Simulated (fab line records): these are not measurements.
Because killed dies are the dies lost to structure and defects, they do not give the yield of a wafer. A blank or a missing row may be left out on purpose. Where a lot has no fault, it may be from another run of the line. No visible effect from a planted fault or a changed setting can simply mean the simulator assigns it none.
Problem report in the 8D (eight disciplines) form, filled by code -- flow n5-finfet -- the parts of the form that need people (team, actions taken, sign-off) are left out

1. WHAT WENT WRONG
Wafers with no fault read 0.79 a.u. with a standard deviation of 0.089, whereas oes-product-au at N5_BEOL_M13_ETCH_68 reads a mean of 1.20 a.u. on 1 wafer of 1 lot. That is +4.6 standard deviations from the usual mean.
The step: etches SOC in N2/H2, time 355 s.
The first sign was on wafer L885.4 at day 17 04:59, on rie-diel-06. Wafers with a number at this step in the record: 24, from 8 lots. Rule for "out" (also "out of limits"): further than 4 standard deviations from the usual mean. Any other wafer with a number is counted as sound.

2. WHAT IT IS AND WHAT IT IS NOT
question,is,is not
which readings at this step,oes-product-au,"chamber-pressure-mTorr, drypump-motor-current-A, rf-vpp-V, showerhead-plenum-p-Torr, throttle-valve-pct"
which lots,L885,"L869, L870, L874, L877, L888, L889, L890"
which wafers of those lots,L885.4,"L885.3, L885.5"
read on which tools,rie-diel-06,"rie-diel-02, rie-diel-05"
when,from day 17 04:59,"up to then (14 sound wafers); but 9 sound wafers of L888, L889, L890 came after"

3. SUSPECTS, AND WHAT RULES EACH OUT
Counting: a tool at a process step up to the reading stays a suspect if it ran every lot that is out. Sound lots after the first of them don't rule it out here, since some wafers of a struck lot are sound.
- pvd-sputter-02 at N5_BEOL_M12_PRE_CLEAN_42 (time 30 s): kept. It processed L885, the lot that is out, at day 17 01:52, and its most recent sound lot before then was L874 at day 14 06:10.
- rie-diel-06 at N5_BEOL_M13_DESCUM_33 (chemistry O2, time 7.9 s): kept. It processed L885, the lot that is out, at day 17 04:49, and its most recent sound lot before then was L874 at day 14 09:14.
- rie-diel-06 at N5_BEOL_M13_ETCH_68 (etches SOC in N2/H2, time 355 s): kept. It processed L885, the lot that is out, at day 17 04:59, and its most recent sound lot before then was L874 at day 14 09:25. Out on those wafers are its own readings of oes-product-au.
- In rie-diel-06 at N5_BEOL_M13_DESCUM_33, the wafers that are out were processed in chamber 3 and their sound lot-mates in chambers 0, 1.
- In rie-diel-06 at N5_BEOL_M13_ETCH_68, the wafers that are out were processed in chamber 3 and their sound lot-mates in chambers 0, 1.
After the count, these remain: pvd-sputter-02 at N5_BEOL_M12_PRE_CLEAN_42, rie-diel-06 at N5_BEOL_M13_DESCUM_33 and rie-diel-06 at N5_BEOL_M13_ETCH_68.

4. THE CAUSE (what the simulator had put in)
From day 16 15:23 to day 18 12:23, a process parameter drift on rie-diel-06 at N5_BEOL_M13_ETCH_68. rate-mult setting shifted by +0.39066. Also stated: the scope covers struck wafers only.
3 suspects survive the count, and this tool is in that group.

5. SEQUENCE OF EFFECTS, ordered by route
Rows list readings where the struck wafers' mean (over those with a number) sits beyond 3 standard deviations from the usual. Only readings whose record carries a usual standard deviation are examined. hours: median over the lots of the time between each lot's start at the first step of this table that gives one and its start at this step. sigmas: the change, counted in usual standard deviations.
hours,step,reading,usual,on struck wafers,change,sigmas
0,N5_BEOL_M13_ETCH_68,oes-product-au,0.79 a.u.,1.20,+0.41,+4.6
15,N5_BEOL_M15_RC_MEAS_101,SERP_M13,0.310 ohm/um,0.294,-0.016,-3.1
15,N5_BEOL_M15_RC_MEAS_101,SERP_M13_max_site,0.314 ohm/um,0.297,-0.017,-3.1
Its process steps:
- N5_BEOL_M13_ETCH_68: etches SOC in N2/H2, time 355 s.

6. WHAT WOULD HAVE CAUGHT IT SOONER
First out-of-limits reading in this record: day 17 04:59, which is 14 hours after fault onset at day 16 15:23.
